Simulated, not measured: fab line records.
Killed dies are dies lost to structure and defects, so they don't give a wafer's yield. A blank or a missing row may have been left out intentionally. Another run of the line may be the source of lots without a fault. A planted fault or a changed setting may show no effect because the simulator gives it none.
fab line records	flow nandHarc
record lots=7	wafers=18	lastDay=26
route steps=1159 shown A_SGD_CUT@753 END@1159
lots with no fault: from the same line, run without faults
startH: the number of hours between the record's first day and the start of the first shown wafer of the lot	waitH: time in hours since the lot's previous step	" repeats the value in the row above	L1.1+2: several wafers, shown together as one row	- either no value or no given start	* or withheld: withheld	< > ~ a bound
route shown NAME@n: NAME is a module with steps in the file, n the number in the route of the first one	usual: mean/standard deviation of fault-free wafers	same: alike in all rows	chamber/n: place in a boat	sites: each site's reading	_std_site: how widely they spread, as a standard deviation	_edge_site: inner sites' mean taken away from outer sites' mean	radiusMm: how far each site lies from the wafer's centre	mask NAME#n: copy n	behind: tool/chamber where the wafer was last shaped	hold: reason for holding the lot/hours on hold/outcome of the hold	device: which transistor (n, p or np) failed to switch	end of line: the route-end tests of the same wafers	for a step that has no rows: nothing shown but its recipe	killed: dies lost to structure and defects at the first sort, not the wafer's yield	map: the dies of a wafer, with x for killed, . for not killed, _ for no die there
set.NAME: the setting that was run; set.NAME@STEP: the one run at that earlier step	model.NAME: the simulator's own value behind a step, which no gauge read
certain route steps with their lots: each step a table, each wafer a row
services: when a tool's chamber went out of use (startH, in hours from the record's first day, below 0 if earlier), for how many hours, and the reason
## steps
# step NHARC_A_SGD_CUT_SOFTBAKE_04
# recipe tempC=105	timeS=55
# step NHARC_A_SGD_CUT_EBR_05
# step NHARC_A_SGD_CUT_EXPOSE_06
# recipe na=1.35	doseMj=85.59	maskId=SGD
# step NHARC_A_SGD_CUT_PEB_07
# recipe pebTempC=100	pebTimeS=65
# step NHARC_A_SGD_CUT_DEVELOP_08
# recipe developTimeS=35	devTempC=23
# step NHARC_A_SGD_CUT_CD_MEAS_09
# recipe targetCdNm=100	landingEnergyEv=500
# usual cdNm=100.2/0.5
lot.wafer	tool	chamber	startH	waitH	cdNm
L757.2	cdSem-02	0	312.63	-	99.7
L757.4	"	0	"	"	100.8
L757.5	"	0	"	"	100.4
L763.2	cdSem-02	0	364.39	-	100.6
L763.3	"	0	"	"	100.3
L763.6	"	0	"	"	100.4
L769.1	cdSem-01	0	382.50	-	99.7
L769.5	"	0	"	"	100.6
L771.3	cdSem-01	0	396.27	-	99.1
L771.5	"	0	"	"	100.3
L772.1	cdSem-01	0	396.42	-	100.1
L772.3	"	0	"	"	100.5
L773.2	cdSem-03	0	403.64	-	100.0
L773.4	"	0	"	"	100.7
L773.5	"	0	"	"	100.1
L775.1	cdSem-03	0	433.11	-	100.3
L775.4	"	0	"	"	100.9
L775.6	"	0	"	"	100.4
# step NHARC_A_SGD_CUT_OVL_MEAS_10
# usual overlayXNm=0.0/0.81	overlayYNm=0.0/0.58
lot.wafer	tool	chamber	startH	waitH	overlayXNm	overlayYNm
L757.2	overlay-02	-	312.72	-	-0.3	-1.1
L757.4	"	-	"	"	-0.2	-1.3
L757.5	"	-	"	"	0.3	-0.5
L763.2	overlay-01	-	364.48	-	0.1	-0.6
L763.3	"	-	"	"	1.2	-1.0
L763.6	"	-	"	"	0.2	-0.3
L769.1	overlay-02	-	382.58	-	0.3	0.0
L769.5	"	-	"	"	-0.8	-0.2
L771.3	overlay-01	-	396.35	-	-0.2	0.6
L771.5	"	-	"	"	-0.2	0.7
L772.1	overlay-02	-	396.51	-	1.1	-0.9
L772.3	"	-	"	"	0.9	-0.8
L773.2	overlay-01	-	403.73	-	-0.5	1.4
L773.4	"	-	"	"	-0.4	0.8
L773.5	"	-	"	"	-0.3	0.8
L775.1	overlay-02	-	433.19	-	0.8	-0.6
L775.4	"	-	"	"	0.7	-0.3
L775.6	"	-	"	"	1.1	-0.7
# step NHARC_A_SGD_CUT_INSPECT_11
# usual rawDefectCount=18/10
lot.wafer	tool	chamber	startH	waitH	rawDefectCount
L757.2	defectInspect-01	-	312.76	0.0	26
L757.4	"	-	"	"	20
L757.5	"	-	"	"	17
L763.2	defectInspect-01	-	364.51	0.0	12
L763.3	"	-	"	"	5
L763.6	"	-	"	"	8
L769.1	defectInspect-02	-	382.62	0.0	7
L769.5	"	-	"	"	9
L771.3	defectInspect-01	-	396.39	0.0	14
L771.5	"	-	"	"	15
L772.1	defectInspect-02	-	396.55	0.0	31
L772.3	"	-	"	"	28
L773.2	defectInspect-02	-	403.77	0.0	9
L773.4	"	-	"	"	9
L773.5	"	-	"	"	14
L775.1	defectInspect-02	-	433.23	0.0	27
L775.4	"	-	"	"	29
L775.6	"	-	"	"	40
# step NHARC_A_SGD_CUT_DESCUM_14
# recipe timeS=3	o2FlowSccm=200	arFlowSccm=0	biasPowerW=0	chemistry=O2
# usual chamberPressureMTorr=60.00/0.057	drypumpMotorCurrentA=5.6/0.41	oesProductAu=0.997/0.012	rfVppV=57.7/0.9	showerheadPlenumPTorr=1.90/0.089	throttleValvePct=11.313/0.0095
# same biasPowerW=0
lot.wafer	tool	chamber	startH	waitH	chamberPressureMTorr	drypumpMotorCurrentA	oesProductAu	rfHoursCounterH	rfVppV	showerheadPlenumPTorr	throttleValvePct
L757.4	rieDiel-08	0	312.85	0.1	59.99	5.8	1.002	0	56.4	1.84	11.319
L757.2	"	2	"	"	60.07	6.2	0.981	0	58.3	1.90	11.311
L757.5	"	3	"	"	59.96	5.4	0.986	-	56.7	1.78	11.296
L763.3	rieDiel-01	1	364.59	0.1	60.02	5.2	0.996	5	56.7	1.83	11.312
L763.2	"	2	"	"	59.94	5.7	0.991	5	59.5	2.04	11.314
L763.6	"	3	"	"	60.03	5.8	1.005	-	58.6	1.85	11.293
L769.1	rieDiel-08	0	382.71	0.1	60.01	5.8	0.998	3	57.3	1.84	11.326
L769.5	"	2	"	"	60.14	6.0	0.984	-	56.8	1.90	11.327
L771.3	rieDiel-08	1	396.46	0.1	60.08	5.8	1.012	6	56.7	2.04	11.325
L771.5	"	3	"	"	59.96	5.4	1.001	-	56.5	1.78	11.330
L772.1	rieDiel-08	0	396.61	0.1	59.99	5.8	1.000	4	57.4	1.84	11.310
L772.3	"	1	"	"	60.00	5.8	1.000	6	58.9	2.04	11.319
L773.4	rieDiel-01	3	403.83	0.1	60.05	5.8	1.000	10	58.8	1.84	11.324
L773.2	"	0	"	"	59.94	4.9	1.012	10	55.7	1.91	11.324
L773.5	"	3	"	"	60.01	5.8	1.018	-	58.4	1.84	11.317
L775.4	rieDiel-01	1	433.29	0.1	59.98	5.2	0.990	14	57.4	1.83	11.320
L775.1	"	3	"	"	60.01	5.8	1.001	14	57.3	1.84	11.311
L775.6	"	1	"	"	60.00	5.2	0.995	-	57.4	1.83	11.332
# step NHARC_A_SGD_CUT_ETCH_58
# recipe targetDepthA=390	overEtchFrac=0.3	timeS=65	ionEnergyEv=80	cf4FlowSccm=150	arFlowSccm=0	rfW=300	biasW=100	chemistry=CF4
# usual chamberPressureMTorr=50.01/0.043	drypumpMotorCurrentA=5.6/0.4	oesProductAu=0.997/0.013	rfVppV=151.2/1.3	runLengthS=86.5/0.44	showerheadPlenumPTorr=1.76/0.078	throttleValvePct=13.283/0.009
lot.wafer	tool	chamber	startH	waitH	chamberPressureMTorr	drypumpMotorCurrentA	oesProductAu	rfHoursCounterH	rfVppV	runLengthS	showerheadPlenumPTorr	throttleValvePct
L757.4	rieDiel-08	3	312.94	0.1	50.01	5.4	0.989	0	149.7	87.5	1.66	13.281
L757.2	"	0	"	"	49.99	5.8	1.005	0	150.9	86.5	1.71	13.281
L757.5	"	1	"	"	50.10	5.8	1.013	-	153.9	86.1	1.88	13.284
L763.2	rieDiel-01	2	364.66	0.1	49.96	5.7	0.991	5	154.2	86.1	1.88	13.279
L763.3	"	0	"	"	50.07	4.9	1.009	5	150.4	86.0	1.77	13.295
L763.6	"	3	"	"	50.04	5.8	1.008	-	151.9	87.0	1.71	13.287
L769.1	rieDiel-08	2	382.78	0.1	50.05	6.1	0.998	5	150.9	85.8	1.75	13.284
L769.5	"	0	"	"	50.00	5.8	0.991	-	150.4	87.1	1.71	13.281
L771.3	rieDiel-08	1	396.55	0.1	49.95	5.8	0.998	6	153.0	86.1	1.88	13.289
L771.5	"	2	"	"	49.98	6.1	0.980	-	151.9	85.9	1.75	13.280
L772.1	rieDiel-08	3	396.84	0.2	49.97	5.4	0.984	6	150.3	87.4	1.66	13.271
L772.3	"	0	"	"	49.99	5.8	1.000	4	150.3	87.3	1.71	13.284
L773.4	rieDiel-01	3	403.91	0.1	49.93	5.8	1.020	10	149.0	87.0	1.71	13.285
L773.2	"	1	"	"	50.06	5.2	0.990	10	149.5	86.5	1.70	13.295
L773.5	"	3	"	"	49.90	5.8	1.012	-	151.5	87.2	1.71	13.290
L775.4	rieDiel-01	1	433.38	0.1	50.04	5.2	1.001	14	150.1	86.5	1.70	13.291
L775.1	"	3	"	"	49.96	5.8	1.011	14	149.3	87.0	1.71	13.297
L775.6	"	1	"	"	50.01	5.2	0.990	-	149.5	86.2	1.70	13.279
# step NHARC_A_SGD_CUT_ETCH_59
# recipe targetDepthA=2600	overEtchFrac=0.25	timeS=406.25	ionEnergyEv=200	n2FlowSccm=150	h2FlowSccm=150	arFlowSccm=0	rfW=400	biasW=150	chemistry=N2/H2
# usual chamberPressureMTorr=30.002/0.026	drypumpMotorCurrentA=5.6/0.41	oesProductAu=0.998/0.012	rfVppV=430.2/3	runLengthS=427.8/0.47	showerheadPlenumPTorr=2.03/0.1	throttleValvePct=14.171/0.0089
lot.wafer	tool	chamber	startH	waitH	chamberPressureMTorr	drypumpMotorCurrentA	oesProductAu	rfHoursCounterH	rfVppV	runLengthS	showerheadPlenumPTorr	throttleValvePct
L757.2	rieDiel-08	0	-	-	29.996	5.8	1.007	0	428.0	427.8	1.96	14.175
L757.4	"	1	"	"	30.037	5.8	1.007	0	436.6	427.3	2.19	14.170
L757.5	"	2	"	"	29.997	6.1	0.975	-	431.4	427.3	2.02	14.157
L763.2	rieDiel-01	0	-	-	29.981	4.8	1.010	5	432.1	427.6	2.04	14.163
L763.3	"	1	"	"	30.010	5.2	1.002	5	427.6	428.0	1.95	14.166
L763.6	"	3	"	"	29.985	5.8	1.006	-	428.0	428.2	1.97	14.166
L769.1	rieDiel-08	1	-	-	30.033	5.8	1.004	5	433.9	427.2	2.18	14.172
L769.5	"	2	"	"	30.000	6.1	0.982	-	431.7	427.6	2.02	14.166
L771.3	rieDiel-08	2	-	-	29.933	6.1	0.992	6	429.3	427.0	2.02	14.162
L771.5	"	0	"	"	29.987	5.8	1.005	-	429.0	427.9	1.96	14.180
L772.3	rieDiel-08	0	-	-	30.005	5.9	0.992	4	427.6	428.3	1.96	14.173
L772.1	"	1	"	"	29.998	5.8	1.016	6	435.2	427.8	2.18	14.173
L773.2	rieDiel-01	1	-	-	30.031	5.2	0.992	11	427.9	427.8	1.95	14.154
L773.4	"	2	"	"	29.984	5.7	0.994	10	434.7	427.8	2.18	14.159
L773.5	"	0	"	"	30.000	4.9	1.004	-	430.2	427.2	2.04	14.175
L775.4	rieDiel-01	2	-	-	29.997	5.7	0.988	14	435.2	427.4	2.18	14.160
L775.1	"	0	"	"	30.002	4.9	1.008	14	431.4	428.1	2.04	14.178
L775.6	"	2	"	"	30.017	5.7	0.990	-	434.0	427.1	2.18	14.158
# step NHARC_A_SGD_CUT_ETCH_15
# recipe targetDepthA=750	timeS=64.3	ch3fFlowSccm=50	o2FlowSccm=30	arFlowSccm=200	rfW=500	biasW=100	chemistry=CH3F/O2
# usual chamberPressureMTorr=25.001/0.021	drypumpMotorCurrentA=5.6/0.4	oesProductAu=0.961/0.018	rfVppV=263.6/1.9	runLengthS=85.8/0.45	showerheadPlenumPTorr=2.45/0.11	throttleValvePct=20.663/0.009
lot.wafer	tool	chamber	startH	waitH	chamberPressureMTorr	drypumpMotorCurrentA	oesProductAu	rfHoursCounterH	rfVppV	runLengthS	showerheadPlenumPTorr	throttleValvePct
L757.4	rieDiel-08	0	-	-	25.009	5.8	0.958	0	264.0	86.1	2.37	20.662
L757.2	"	1	"	"	24.970	5.8	0.975	0	266.7	85.6	2.62	20.669
L757.5	"	0	"	"	24.966	5.8	0.947	-	262.6	85.9	2.37	20.660
L763.2	rieDiel-01	1	-	-	24.992	5.2	0.971	5	262.1	85.7	2.36	20.658
L763.3	"	2	"	"	25.000	5.7	0.994	6	267.4	85.2	2.62	20.669
L763.6	"	0	"	"	24.996	4.9	0.976	-	263.7	85.3	2.46	20.660
L769.1	rieDiel-08	1	-	-	24.999	5.8	0.951	6	265.9	85.5	2.62	20.667
L769.5	"	1	"	"	25.019	5.8	0.963	-	265.1	85.2	2.62	20.661
L771.3	rieDiel-08	3	-	-	24.959	5.4	0.959	6	260.9	86.1	2.29	20.662
L771.5	"	0	"	"	25.012	5.8	0.951	-	263.1	86.1	2.37	20.662
L772.3	rieDiel-08	2	-	-	25.034	6.1	0.956	6	263.8	85.2	2.44	20.648
L772.1	"	3	"	"	25.028	5.4	0.925	7	263.1	86.5	2.30	20.670
L773.4	rieDiel-01	2	-	-	24.999	5.7	0.965	10	264.7	85.1	2.62	20.672
L773.2	"	3	"	"	24.992	5.8	0.973	10	261.7	86.8	2.37	20.653
L773.5	"	0	"	"	25.034	4.9	0.967	-	264.5	85.4	2.46	20.667
L775.1	rieDiel-01	1	-	-	24.975	5.2	0.958	14	260.9	86.0	2.35	20.663
L775.4	"	0	"	"	25.004	4.9	0.995	14	263.4	85.2	2.46	20.672
L775.6	"	1	"	"	24.997	5.2	0.964	-	262.2	86.2	2.35	20.662
# step NHARC_A_SGD_CUT_ETCH_16
# recipe targetDepthA=3105	timeS=155.2	c4f8FlowSccm=withheld	o2FlowSccm=8	arFlowSccm=withheld	rfW=600	biasW=800	chemistry=C4F8/O2/Ar
# usual chamberPressureMTorr=24.998/0.024	oesProductAu=0.971/0.016	rfVppV=723/4.5	runLengthS=176.7/0.44
lot.wafer	tool	chamber	startH	waitH	chamberPressureMTorr	oesProductAu	rfHoursCounterH	rfVppV	runLengthS
L757.2	rieDiel-08	0	313.41	-	24.988	0.978	0	719	176.8
L757.4	"	1	"	"	25.027	0.991	0	730	176.3
L757.5	"	0	"	"	25.036	0.977	-	722	176.7
L763.2	rieDiel-01	0	365.16	-	25.061	0.990	5	722	176.1
L763.3	"	1	"	"	25.003	0.972	5	720	176.7
L763.6	"	3	"	"	25.013	0.987	-	721	177.4
L769.1	rieDiel-08	3	383.29	-	25.012	0.976	6	715	191.3
L769.5	"	1	"	"	24.977	0.978	-	729	176.1
L771.3	rieDiel-08	1	397.21	-	25.030	0.994	6	730	190.7
L771.5	"	1	"	"	25.021	0.988	-	730	176.4
L772.1	rieDiel-08	3	397.36	-	24.985	0.961	7	716	191.6
L772.3	"	2	"	"	25.000	0.969	6	723	190.6
L773.2	rieDiel-01	0	404.43	-	25.010	0.985	10	724	176.5
L773.4	"	2	"	"	25.036	0.974	10	729	176.2
L773.5	"	0	"	"	25.016	0.977	-	723	176.3
L775.4	rieDiel-01	1	433.89	-	24.976	0.971	14	719	176.5
L775.1	"	2	"	"	24.937	0.961	14	728	176.0
L775.6	"	0	"	"	24.976	0.989	-	723	176.7
# step NHARC_A_SGD_CUT_STRIP_60
# recipe c4f8FlowSccm=withheld	o2FlowSccm=8	arFlowSccm=withheld	biasW=0	chemistry=C4F8/O2/Ar
# step NHARC_END_SORT_01
# recipe tempC=25
# usual killedAtArray=27/12	killedAtOther=0.9/1.1	killedAtPeriphery=3.2/2.4	killedDies=31/12	killedOpen=3.3/1.7	killedShort=2.0/1.6
# same grossDies=677
lot.wafer	tool	chamber	startH	waitH	killedAtArray	killedAtOther	killedAtPeriphery	killedDies	killedOpen	killedShort
L769.1	prober-02	0	586.87	2.5	514	0	0	514	1	4
# killed by level:class
L769.1 A_SGD_CUT:areaEtch=493 A_CONTACT:chamberFilmFlake=7 A_CHANNEL_HOLE_D1:chamberFilmFlake=6 A_ONON_D1:geometricParticle:short=4 A_STAIRCASE:chamberFilmFlake=2 A_CHANNEL_FILL_D1:geometricParticle:open=1 A_WL_FILL:chamberFilmFlake=1
## services
tool	chamber	startH	hours	kind
rieDiel-01	0	293.94	-	clean
rieDiel-01	1	293.94	-	clean
rieDiel-01	2	293.94	-	clean
rieDiel-01	3	293.94	-	clean
rieDiel-08	-	301.80	9.0	pm
rieDiel-08	0	301.80	9.0	ventCycle
rieDiel-08	1	301.80	9.0	ventCycle
rieDiel-08	2	301.80	9.0	ventCycle
rieDiel-08	3	301.80	9.0	ventCycle
rieDiel-08	0	310.80	-	clean
rieDiel-08	1	310.80	-	clean
rieDiel-08	2	310.80	-	clean
rieDiel-08	3	310.80	-	clean
rieDiel-01	-	314.80	9.0	pm
rieDiel-01	0	314.80	9.0	ventCycle
rieDiel-01	1	314.80	9.0	ventCycle
rieDiel-01	2	314.80	9.0	ventCycle
rieDiel-01	3	314.80	9.0	ventCycle
rieDiel-01	0	324.94	6.4	repair
rieDiel-01	1	327.34	3.5	repair
rieDiel-08	0	331.78	9.1	repair
rieDiel-08	0	359.31	13.6	repair
rieDiel-01	3	369.76	5.5	repair
rieDiel-01	2	372.73	8.3	repair
## key
firstSign step=NHARC_A_SGD_CUT_ETCH_16	reading=runLengthS	direction=up	sigmas=33	usual=*	struck=*
effect step=NHARC_END_SORT_01	reading=killedAtArray	direction=up	sigmas=42	usual=27	struck=514
moreKillsBornAt NHARC_A_SGD_CUT_ETCH_16@rieDiel-08=493
metAt NHARC_A_SGD_CUT_ETCH_16
struckWafers L769.1,L771.3,L772.1,L772.3
laterRowsLeftOut L769.1,L771.3,L772.1,L772.3
sortLeftOut L771.3,L772.1,L772.3
testerLeftOut L769,L771,L772
onsetBetween 313.41 383.29
fault kind=processParameterDrift	tool=rieDiel-08	chamber=-	onsetH=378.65	steps=NHARC_A_SGD_CUT_ETCH_16	channel=timeS	offset=*	shape=step	endH=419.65	scope=struckWafersOnly	actsIn=*	stated=*
# testerLeftOut: of these lots the tester's yield and bins aren't shown, on N5 and GAA mostly nor the transistor test; their killed dies are dies lost to structure and defects alone, not to doping, threshold or leakage, so they don't give the yield
# sortLeftOut: the simulated sort isn't trusted on such a fault, so these wafers' sort isn't shown, and their yield isn't known
# laterRowsLeftOut: the simulator's readings of these wafers behind a module that went badly wrong aren't trusted and aren't shown, but for the sort
